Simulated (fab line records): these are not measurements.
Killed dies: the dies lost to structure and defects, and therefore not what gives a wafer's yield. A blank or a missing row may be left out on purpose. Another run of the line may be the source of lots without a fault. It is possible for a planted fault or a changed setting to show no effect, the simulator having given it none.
fab line records	flow n5Finfet	part 1 of 2: steps 1 to 17 of 25
record: lots: 5	wafers: 15	lastDay: 16
route steps=1938 shown BEOL_M0_SAQP@678 BEOL_M0_CUTY@701
lots that met no fault: from a run of the same line without faults
startH: hours from the record's opening day to when the first of the lot's shown wafers began	waitH: how many hours have passed since the lot's step before this one	" same as the row above	L1.1+2: a row that stands for several wafers	- value missing, or start not given	* or withheld: withheld	< > ~ a bound
route shown NAME@n: a module of which the file shows steps, and the number in the route of the first	usual: mean/standard deviation of fault-free wafers	same: alike in all rows	chamber/n: place in a boat	sites: per-site readings	_std_site: standard deviation across them	_edge_site: inner sites' mean taken away from outer sites' mean	radiusMm: for every site, how far away it sits from the centre of the wafer	mask NAME#n: copy n	behind: the tool/chamber that last shaped the wafer	hold: reason for holding the lot/hours on hold/outcome of the hold	device: the transistor (n, p or np) that didn't switch	end of line: the route-end tests of the same wafers	for a step that has no rows: nothing shown but its recipe	killed: at the first sort, the dies lost to defects and structure; wafer yield is something else	map: shows each die of a wafer: x if killed, . if not, _ if none is there
set.NAME: the run value of the setting; set.NAME@STEP: its run value at that earlier step	model.NAME: the simulator's own value behind a step, which no gauge read
lots seen at some steps along the route; tables by step, rows by wafer
services: from which hour (startH, from the record's first day; less than 0 if before it) a tool's chamber was out of use, for how many hours, and why
== steps ==
step: N5_BEOL_M0_SAQP_MANDREL2_REMOVE_110
recipe: chemistry: HBr/Cl2/O2	btTimeS: 10	target: a-Si	stopOn: SiCN	endpoint: OES-SiCl	overEtchFrac: 1	icpW: 600	biasW: 30	HBr_flow_sccm: 150	Cl2_flow_sccm: 80	O2_flow_sccm: 5	pressureMtorr: 10
usual: chamberPressureMTorr: 10.001/0.0087	drypumpMotorCurrentA: 5.8/0.49	oesProductAu: 0.989/0.012	throttleValvePct: 36.47/0.29
lot.wafer	tool	chamber	startH	waitH	chamberPressureMTorr	drypumpMotorCurrentA	oesProductAu	rfHoursCounterH	throttleValvePct
L077.1	rieSi-06	2	127.49	0.1	10.011	5.8	0.996	89	36.62
L077.3	"	0	"	"	9.981	6.3	0.994	171	36.90
L077.5	"	2	"	"	10.007	5.8	1.004	-	36.64
L078.2	rieSi-03	3	136.61	0.1	10.020	4.9	0.991	184	36.49
L078.3	"	0	"	"	10.002	6.1	0.986	182	36.20
L078.5	"	0	"	"	10.019	6.1	0.992	-	36.20
L083.3	rieSi-03	2	165.75	0.1	10.009	5.7	0.978	5	36.13
L083.4	"	0	"	"	10.024	6.1	0.984	183	36.21
L083.6	"	2	"	"	9.989	5.7	0.974	-	36.12
L085.1	rieSi-03	3	181.72	0.1	10.006	5.0	0.991	185	36.47
L085.3	"	2	"	"	9.994	5.6	0.973	5	36.12
L085.5	"	0	"	"	9.997	6.1	0.993	-	36.21
L086.1	rieSi-06	1	186.50	0.1	10.011	5.7	1.008	39	36.73
L086.3	"	3	"	"	9.997	6.3	0.985	78	36.55
L086.6	"	2	"	"	10.004	5.8	1.008	-	36.64
step: N5_BEOL_M0_SAQP_CD_MEAS_29
recipe: targetCdNm: 14.4	landingEnergyEv: 1000	detector: seInlens
usual: cdNm: 14.99/0.24
lot.wafer	tool	chamber	startH	waitH	cdNm
L077.1	cdSem-01	0	127.60	0.1	14.94
L077.3	"	0	"	"	14.60
L077.5	"	0	"	"	15.22
L078.2	cdSem-01	0	136.72	0.1	14.73
L078.3	"	0	"	"	15.08
L078.5	"	0	"	"	14.94
L083.3	cdSem-03	0	165.86	0.1	14.62
L083.4	"	0	"	"	14.91
L083.6	"	0	"	"	14.91
L085.1	cdSem-01	0	181.83	0.1	14.89
L085.3	"	0	"	"	14.24
L085.5	"	0	"	"	14.90
L086.1	cdSem-03	0	186.61	0.1	15.27
L086.3	"	0	"	"	14.85
L086.6	"	0	"	"	14.87
step: N5_BEOL_M0_SAQP_COAT_69
recipe: resist: SOC	tempC: 250	timeS: 60	spinRpm: 1500	resistThkNm: 90
usual: chillPlateTempC: 22.99/0.1	resistLineTempC: 22.99/0.11
lot.wafer	tool	chamber	startH	waitH	chillPlateTempC	resistLineTempC
L077.1	lithoTrack-03	0	127.63	0.0	23.10	22.91
L077.3	"	0	"	"	23.09	22.99
L077.5	"	0	"	"	23.23	23.01
L078.2	lithoTrack-04	0	136.76	0.0	22.87	22.96
L078.3	"	0	"	"	22.96	22.95
L078.5	"	0	"	"	22.80	23.00
L083.3	lithoTrack-03	0	165.89	0.0	23.14	22.94
L083.4	"	0	"	"	23.16	22.95
L083.6	"	0	"	"	23.08	23.09
L085.1	lithoTrack-02	0	181.87	0.0	22.89	22.90
L085.3	"	0	"	"	22.99	22.92
L085.5	"	0	"	"	22.91	23.02
L086.1	lithoTrack-02	0	186.64	0.0	22.98	22.94
L086.3	"	0	"	"	22.95	23.27
L086.6	"	0	"	"	23.01	22.87
step: N5_BEOL_M0_SAQP_COAT_72
recipe: resist: SiARC	tempC: 220	timeS: 60	spinRpm: 1500	resistThkNm: 15
usual: chillPlateTempC: 23.00/0.1	resistLineTempC: 23.01/0.093
lot.wafer	tool	chamber	startH	waitH	chillPlateTempC	resistLineTempC
L077.1	lithoTrack-03	0	-	-	23.15	23.08
L077.3	"	0	"	"	22.96	23.05
L077.5	"	0	"	"	22.95	23.04
L078.2	lithoTrack-04	0	-	-	22.90	22.87
L078.3	"	0	"	"	22.89	22.96
L078.5	"	0	"	"	22.85	22.99
L083.3	lithoTrack-03	0	-	-	23.19	22.95
L083.4	"	0	"	"	23.01	22.98
L083.6	"	0	"	"	22.97	23.06
L085.1	lithoTrack-02	0	-	-	22.94	23.02
L085.3	"	0	"	"	23.05	22.96
L085.5	"	0	"	"	23.07	23.07
L086.1	lithoTrack-02	0	-	-	22.81	22.81
L086.3	"	0	"	"	22.82	22.94
L086.6	"	0	"	"	23.11	23.06
step: N5_BEOL_M0_SAQP_COAT_87
recipe: resist: underlayer	tempC: 205	timeS: 60	spinRpm: 1500	resistThkNm: 5
usual: chillPlateTempC: 23.00/0.1	resistLineTempC: 22.99/0.093
lot.wafer	tool	chamber	startH	waitH	chillPlateTempC	resistLineTempC
L077.1	lithoTrack-03	0	-	-	23.10	23.08
L077.3	"	0	"	"	22.91	23.14
L077.5	"	0	"	"	22.95	23.01
L078.2	lithoTrack-04	0	-	-	22.90	23.02
L078.3	"	0	"	"	23.02	22.92
L078.5	"	0	"	"	23.05	23.15
L083.3	lithoTrack-03	0	-	-	23.11	23.02
L083.4	"	0	"	"	23.09	22.89
L083.6	"	0	"	"	22.97	22.95
L085.1	lithoTrack-02	0	-	-	22.72	23.01
L085.3	"	0	"	"	22.93	22.87
L085.5	"	0	"	"	22.88	22.90
L086.1	lithoTrack-02	0	-	-	23.02	23.00
L086.3	"	0	"	"	22.81	23.05
L086.6	"	0	"	"	22.95	23.09
step: N5_BEOL_M0_SAQP_COAT_34
recipe: resist: CAR-EUV	spinRpm: 1500	resistThkNm: 30
usual: chillPlateTempC: 23.00/0.1	resistLineTempC: 22.99/0.092
lot.wafer	tool	chamber	startH	waitH	chillPlateTempC	resistLineTempC
L077.1	lithoTrack-03	0	-	-	23.07	22.99
L077.3	"	0	"	"	22.93	22.90
L077.5	"	0	"	"	23.19	22.94
L078.2	lithoTrack-04	0	-	-	23.10	23.11
L078.3	"	0	"	"	23.11	22.96
L078.5	"	0	"	"	23.16	22.89
L083.3	lithoTrack-03	0	-	-	22.96	23.01
L083.4	"	0	"	"	22.84	22.79
L083.6	"	0	"	"	22.95	22.91
L085.1	lithoTrack-02	0	-	-	23.06	22.83
L085.3	"	0	"	"	23.00	22.92
L085.5	"	0	"	"	23.07	23.11
L086.1	lithoTrack-02	0	-	-	22.95	22.98
L086.3	"	0	"	"	22.95	23.02
L086.6	"	0	"	"	22.87	22.94
step: N5_BEOL_M0_SAQP_EBR_36
recipe: solvent: PGMEA	ebrWidthMm: 1.5
usual: chillPlateTempC: 22.98/0.1	resistLineTempC: 23.00/0.11
lot.wafer	tool	chamber	startH	waitH	chillPlateTempC	resistLineTempC
L077.1	lithoTrack-03	0	-	-	22.99	22.95
L077.3	"	0	"	"	22.99	22.92
L077.5	"	0	"	"	22.96	22.87
L078.2	lithoTrack-04	0	-	-	22.96	23.01
L078.3	"	0	"	"	22.74	22.96
L078.5	"	0	"	"	23.07	23.00
L083.3	lithoTrack-03	0	-	-	22.95	22.97
L083.4	"	0	"	"	22.88	23.09
L083.6	"	0	"	"	23.02	22.92
L085.1	lithoTrack-02	0	-	-	22.78	23.15
L085.3	"	0	"	"	22.81	23.01
L085.5	"	0	"	"	22.91	23.16
L086.1	lithoTrack-02	0	-	-	22.98	23.06
L086.3	"	0	"	"	22.98	23.00
L086.6	"	0	"	"	22.82	22.98
step: N5_BEOL_M0_SAQP_SOFTBAKE_35
recipe: tempC: 110	timeS: 60	resist: CAR-EUV
usual: chillPlateTempC: 23.00/0.11	resistLineTempC: 23.00/0.099
lot.wafer	tool	chamber	startH	waitH	chillPlateTempC	resistLineTempC
L077.1	lithoTrack-03	0	-	-	22.76	23.02
L077.3	"	0	"	"	23.01	22.98
L077.5	"	0	"	"	22.80	23.01
L078.2	lithoTrack-04	0	-	-	22.93	22.98
L078.3	"	0	"	"	22.98	22.98
L078.5	"	0	"	"	22.98	22.70
L083.3	lithoTrack-03	0	-	-	23.00	22.93
L083.4	"	0	"	"	22.93	23.01
L083.6	"	0	"	"	22.89	23.17
L085.1	lithoTrack-02	0	-	-	22.92	22.86
L085.3	"	0	"	"	23.05	23.04
L085.5	"	0	"	"	23.13	22.86
L086.1	lithoTrack-02	0	-	-	22.91	22.94
L086.3	"	0	"	"	22.95	22.97
L086.6	"	0	"	"	22.97	23.04
step: N5_BEOL_M0_SAQP_EXPOSE_37
recipe: maskId: M0_CUT1	na: 0.33	sourceShape: annular	sigmaInner: 0.35	sigmaOuter: 0.8	polarization: unpolarized	targetCdNm: 30	doseMj: 44.75
usual: exposureDoseMJCm2: 44.72/0.051
lot.wafer	tool	chamber	startH	waitH	mask	exposureDoseMJCm2
L077.1	euvScanner-02	0	127.77	-	M0_CUT1#0	44.71
L077.3	"	0	"	"	M0_CUT1#0	44.74
L077.5	"	0	"	"	M0_CUT1#0	44.66
L078.2	euvScanner-02	0	136.90	-	M0_CUT1#0	44.74
L078.3	"	0	"	"	M0_CUT1#0	44.76
L078.5	"	0	"	"	M0_CUT1#0	44.71
L083.3	euvScanner-01	0	166.05	-	M0_CUT1#0	44.78
L083.4	"	0	"	"	M0_CUT1#0	44.72
L083.6	"	0	"	"	M0_CUT1#0	44.69
L085.1	euvScanner-02	0	182.00	-	M0_CUT1#0	44.66
L085.3	"	0	"	"	M0_CUT1#0	44.70
L085.5	"	0	"	"	M0_CUT1#0	44.78
L086.1	euvScanner-01	0	186.91	-	M0_CUT1#0	44.70
L086.3	"	0	"	"	M0_CUT1#0	44.72
L086.6	"	0	"	"	M0_CUT1#0	44.75
step: N5_BEOL_M0_SAQP_PEB_38
recipe: pebTempC: 100	pebTimeS: 60	resist: CAR-EUV
usual: chillPlateTempC: 23.01/0.1	resistLineTempC: 23.01/0.12
lot.wafer	tool	chamber	startH	waitH	chillPlateTempC	resistLineTempC
L077.1	lithoTrack-03	0	127.84	0.1	23.03	23.00
L077.3	"	0	"	"	23.14	23.04
L077.5	"	0	"	"	23.00	22.98
L078.2	lithoTrack-04	0	136.96	0.1	23.12	23.01
L078.3	"	0	"	"	23.11	23.04
L078.5	"	0	"	"	23.07	23.02
L083.3	lithoTrack-04	0	166.11	0.0	23.03	23.15
L083.4	"	0	"	"	23.12	22.88
L083.6	"	0	"	"	23.18	23.10
L085.1	lithoTrack-02	0	182.07	0.1	23.05	22.88
L085.3	"	0	"	"	23.03	23.09
L085.5	"	0	"	"	23.09	22.98
L086.1	lithoTrack-04	0	186.97	0.1	22.90	23.14
L086.3	"	0	"	"	23.11	22.96
L086.6	"	0	"	"	23.02	23.03
step: N5_BEOL_M0_SAQP_DEVELOP_39
recipe: developTimeS: 30	developer: TMAH	resist: CAR-EUV	rinseLiquid: surfactantRinse	dry: airSpin	devTempC: 23
usual: chillPlateTempC: 23.03/0.097	resistLineTempC: 23.00/0.11
lot.wafer	tool	chamber	startH	waitH	chillPlateTempC	resistLineTempC
L077.1	lithoTrack-03	0	-	-	23.07	22.93
L077.3	"	0	"	"	23.14	22.88
L077.5	"	0	"	"	23.02	22.99
L078.2	lithoTrack-04	0	-	-	23.00	22.99
L078.3	"	0	"	"	22.89	23.00
L078.5	"	0	"	"	23.05	23.14
L083.3	lithoTrack-04	0	-	-	22.86	23.00
L083.4	"	0	"	"	23.01	23.03
L083.6	"	0	"	"	22.92	23.18
L085.1	lithoTrack-02	0	-	-	23.14	23.15
L085.3	"	0	"	"	23.08	23.11
L085.5	"	0	"	"	23.23	23.04
L086.1	lithoTrack-04	0	-	-	23.07	23.00
L086.3	"	0	"	"	23.10	23.04
L086.6	"	0	"	"	22.96	23.05
step: N5_BEOL_M0_SAQP_CD_MEAS_40
recipe: targetCdNm: 30	landingEnergyEv: 500	detector: seInlens
usual: cdNm: 29.86/0.23
lot.wafer	tool	chamber	startH	waitH	cdNm
L077.1	cdSem-01	0	127.90	-	29.88
L077.3	"	0	"	"	29.89
L077.5	"	0	"	"	30.03
L078.2	cdSem-03	0	137.03	-	29.98
L078.3	"	0	"	"	30.28
L078.5	"	0	"	"	30.22
L083.3	cdSem-03	0	166.17	-	30.13
L083.4	"	0	"	"	29.97
L083.6	"	0	"	"	29.93
L085.1	cdSem-02	0	182.14	-	29.38
L085.3	"	0	"	"	30.12
L085.5	"	0	"	"	30.06
L086.1	cdSem-03	0	187.04	-	30.12
L086.3	"	0	"	"	29.53
L086.6	"	0	"	"	29.85
step: N5_BEOL_M0_SAQP_OVL_MEAS_41
recipe: pointsPerWafer: 522
usual: M0_CUT1_OVL: 0.0/0.67
lot.wafer	tool	chamber	startH	waitH	M0_CUT1_OVL[nm]
L077.1	overlay-02	0	127.93	0.0	-0.1
L077.3	"	0	"	"	0.7
L077.5	"	0	"	"	-0.6
L078.2	overlay-01	0	137.07	0.0	-0.2
L078.3	"	0	"	"	-0.7
L078.5	"	0	"	"	-1.3
L083.3	overlay-02	0	166.21	0.0	-0.1
L083.4	"	0	"	"	0.9
L083.6	"	0	"	"	0.6
L085.1	overlay-02	0	182.17	0.0	-0.4
L085.3	"	0	"	"	-0.3
L085.5	"	0	"	"	-0.3
L086.1	overlay-02	0	187.07	0.0	-0.9
L086.3	"	0	"	"	0.1
L086.6	"	0	"	"	0.5
step: N5_BEOL_M0_SAQP_INSPECT_42
recipe: mode: adi	inspectInstrument: brightfield
usual: rawDefectCount: 272/65
lot.wafer	tool	chamber	startH	waitH	rawDefectCount
L077.1	defectInspect-01	-	127.99	0.1	270
L077.3	"	-	"	"	234
L077.5	"	-	"	"	239
L078.2	defectInspect-01	-	137.12	0.0	198
L078.3	"	-	"	"	167
L078.5	"	-	"	"	190
L083.3	defectInspect-02	-	166.26	0.0	264
L083.4	"	-	"	"	266
L083.6	"	-	"	"	234
L085.1	defectInspect-02	-	182.22	0.1	269
L085.3	"	-	"	"	395
L085.5	"	-	"	"	252
L086.1	defectInspect-01	-	187.13	0.1	273
L086.3	"	-	"	"	339
L086.6	"	-	"	"	225
step: N5_BEOL_M0_SAQP_DESCUM_45
recipe: chemistry: O2	timeS: 7	sourcePowerW: 50	biasPowerW: 20	pressureMtorr: 20	rfFrequencyHz: 2.712e+07	tempC: 40	resist: CAR-EUV	o2FlowSccm: 225
usual: chamberPressureMTorr: 20.002/0.016	drypumpMotorCurrentA: 5.7/0.57	oesProductAu: 0.80/0.082	rfVppV: 243.0/1.3	showerheadPlenumPTorr: 2.08/0.061	throttleValvePct: 20.44/0.19
lot.wafer	tool	chamber	startH	waitH	chamberPressureMTorr	drypumpMotorCurrentA	oesProductAu	rfHoursCounterH	rfVppV	showerheadPlenumPTorr	throttleValvePct
L077.1	rieDiel-04	1	128.03	0.0	20.005	5.1	0.90	23	242.0	2.14	20.47
L077.3	"	3	"	"	19.993	5.6	0.80	108	241.2	2.03	20.51
L077.5	"	0	"	"	20.000	6.0	0.96	-	241.6	2.06	20.24
L078.2	rieDiel-06	1	137.15	0.0	20.010	6.0	0.71	189	244.1	2.17	20.71
L078.3	"	3	"	"	20.020	4.9	0.75	139	243.7	2.09	20.45
L078.5	"	3	"	"	20.013	4.9	0.75	-	245.3	2.09	20.43
L083.3	rieDiel-02	0	166.32	0.1	19.997	5.4	0.88	49	242.4	2.12	20.22
L083.4	"	3	"	"	19.988	6.8	0.81	88	244.0	2.03	20.80
L083.6	"	0	"	"	20.001	5.4	0.88	-	243.3	2.12	20.23
L085.1	rieDiel-06	2	182.26	0.0	20.017	5.7	0.75	138	241.7	2.00	20.46
L085.3	"	3	"	"	20.004	4.9	0.74	154	244.9	2.09	20.46
L085.5	"	0	"	"	20.006	6.5	0.93	-	244.6	2.15	20.29
L086.1	rieDiel-04	1	187.16	0.0	19.994	5.1	0.87	42	244.9	2.13	20.48
L086.3	"	3	"	"	19.997	5.6	0.78	126	242.1	2.02	20.54
L086.6	"	3	"	"	20.006	5.6	0.78	-	240.6	2.02	20.57
step: N5_BEOL_M0_SAQP_ETCH_88
recipe: chemistry: N2/H2	target: underlayer	targetDepthA: 65	timeS: 5.2	ionEnergyEv: 200	maskMaterial: CAR-EUV	pressureMtorr: 30	sourceW: 840	biasW: 150	n2FlowSccm: 200	h2FlowSccm: 200	ends: cleared
usual: chamberPressureMTorr: 29.99/0.041	drypumpMotorCurrentA: 5.7/0.56	etchRfOnTimeS: 5.23/0.16	oesProductAu: 0.69/0.072	rfVppV: 523.6/2.4	showerheadPlenumPTorr: 2.53/0.079	throttleValvePct: 17.89/0.2
lot.wafer	tool	chamber	startH	waitH	chamberPressureMTorr	drypumpMotorCurrentA	etchRfOnTimeS	oesProductAu	rfHoursCounterH	rfVppV	showerheadPlenumPTorr	throttleValvePct
L077.1	rieDiel-04	1	128.06	0.0	29.95	5.1	4.98	0.78	23	524.8	2.58	17.83
L077.3	"	3	"	"	29.98	5.6	5.17	0.69	108	521.8	2.45	17.90
L077.5	"	0	"	"	29.99	6.0	5.12	0.81	-	521.8	2.49	17.64
L078.2	rieDiel-06	1	137.19	0.0	30.02	6.0	5.37	0.60	189	526.7	2.64	18.23
L078.3	"	3	"	"	30.02	4.9	5.39	0.64	139	524.9	2.55	17.91
L078.5	"	3	"	"	30.01	4.9	5.45	0.64	-	524.6	2.55	17.91
L083.3	rieDiel-02	0	166.35	0.0	29.94	5.4	5.21	0.75	49	525.7	2.59	17.73
L083.4	"	3	"	"	29.99	6.8	5.18	0.70	88	520.8	2.48	18.33
L083.6	"	0	"	"	29.98	5.4	5.21	0.74	-	527.3	2.59	17.71
L085.1	rieDiel-06	2	182.29	0.0	30.01	5.7	5.07	0.67	138	522.3	2.44	18.00
L085.3	"	3	"	"	30.03	4.9	5.43	0.62	154	521.3	2.55	17.95
L085.5	"	0	"	"	30.02	6.5	5.05	0.78	-	526.7	2.60	17.74
L086.1	rieDiel-04	1	187.20	0.0	30.02	5.2	5.06	0.75	42	524.3	2.58	17.88
L086.3	"	3	"	"	30.04	5.6	5.18	0.67	126	522.5	2.44	17.94
L086.6	"	3	"	"	29.97	5.6	5.20	0.67	-	520.7	2.44	17.94
step: N5_BEOL_M0_SAQP_ETCH_73
recipe: chemistry: CF4	target: SiARC	targetDepthA: 195	maskMaterial: CAR-EUV	timeS: 32.5	ionEnergyEv: 80	pressureMtorr: 40	sourceW: 545	biasW: 36	Ar_flow_sccm: 100	cf4FlowSccm: 100	ends: cleared
usual: chamberPressureMTorr: 40.00/0.033	drypumpMotorCurrentA: 5.7/0.56	etchRfOnTimeS: 32.6/1	oesProductAu: 0.69/0.072	rfVppV: 184.0/1.2	showerheadPlenumPTorr: 2.13/0.057	throttleValvePct: 15.62/0.2
lot.wafer	tool	chamber	startH	waitH	chamberPressureMTorr	drypumpMotorCurrentA	etchRfOnTimeS	oesProductAu	rfHoursCounterH	rfVppV	showerheadPlenumPTorr	throttleValvePct
L077.1	rieDiel-04	1	128.08	0.0	40.04	5.1	30.8	0.79	23	183.9	2.17	15.51
L077.3	"	3	"	"	39.94	5.6	32.6	0.68	108	184.2	2.08	15.71
L077.5	"	0	"	"	39.96	6.0	32.0	0.82	-	184.1	2.12	15.50
L078.2	rieDiel-06	1	137.20	0.0	40.01	6.0	33.0	0.61	189	184.9	2.21	15.93
L078.3	"	3	"	"	40.00	4.9	33.7	0.64	139	182.4	2.15	15.68
L078.5	"	3	"	"	40.02	4.9	33.7	0.63	-	184.4	2.15	15.70
L083.3	rieDiel-02	0	166.37	0.0	39.93	5.3	32.2	0.76	49	184.4	2.16	15.32
L083.4	"	3	"	"	39.99	6.8	32.4	0.70	88	182.1	2.08	15.88
L083.6	"	0	"	"	39.97	5.4	32.3	0.75	-	184.7	2.16	15.30
L085.1	rieDiel-06	2	182.31	0.0	40.01	5.7	31.2	0.67	138	184.1	2.05	15.74
L085.3	"	3	"	"	40.06	5.0	33.9	0.63	154	182.3	2.14	15.71
L085.5	"	0	"	"	40.02	6.4	31.1	0.79	-	185.5	2.18	15.38
L086.1	rieDiel-04	1	187.21	0.0	39.97	5.1	31.0	0.76	42	186.2	2.16	15.56
L086.3	"	3	"	"	39.98	5.6	32.3	0.68	126	184.4	2.07	15.74
L086.6	"	3	"	"	39.99	5.6	32.3	0.67	-	184.0	2.07	15.73
